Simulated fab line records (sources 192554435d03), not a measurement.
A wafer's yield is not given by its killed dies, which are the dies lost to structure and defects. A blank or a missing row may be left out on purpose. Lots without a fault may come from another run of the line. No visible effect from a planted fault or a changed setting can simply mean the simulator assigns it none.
Matching of chambers ; flow n5-finfet ; 4 sister chambers for N5_SD_EPI_N_LINER_46 on ald-sin-01
The step material SiNx, target thk 3 nm. 14 wafers are shown with their chamber, then 7 later ones without.

== WAFERS WITH THEIR CHAMBER ==
wafer;chamber;heater-power-w (W)
L074.2;2;838
L074.3;0;906
L074.4;1;767
L076.1;3;740
L076.2;0;937
L076.5;3;763
L079.2;3;744
L079.3;1;771
L079.6;1;774
L086.2;3;700
L086.3;0;918
L086.6;1;713
L087.2;3;699
L087.3;0;913

SIGNATURES (averages over the wafers above)
reading;chamber 0;chamber 1;chamber 2;chamber 3;scatter within a chamber
heater-power-w;918.50;756.25;838.00;729.20;25.1
Rule: for a wafer and a chamber, the distance is found by dividing, reading by reading, the gap between the wafer's reading and the chamber's mean by the reading's scatter, squaring, summing and taking the root. If the next closest chamber is less than 2 further off than the closest, the wafer can't be placed; otherwise it belongs to the closest. How the scatter is found: for the shown wafers, subtract from each reading the mean of its chamber, square and add these, divide the total by (wafers less chambers), then take the root.

== WAFERS WITHOUT THEIR CHAMBER ==
wafer;heater-power-w (W)
L087.5;910
L093.3;944
L093.5;832
L093.6;679
L095.2;923
L095.4;822
L095.6;906

== WHICH CHAMBER EACH ONE RAN IN ==
wafer;from the rows above;in truth
L087.5;0;0
L093.3;0;0
L093.5;2;2
L093.6;can't be placed: 3 or 1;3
L095.2;0;0
L095.4;can't be placed: 2 or 1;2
L095.6;0;0
Placed correctly: 5 of 7. Unplaceable from these rows: 2, with the true chamber sitting among the candidates in 2. 0 placed wrongly.
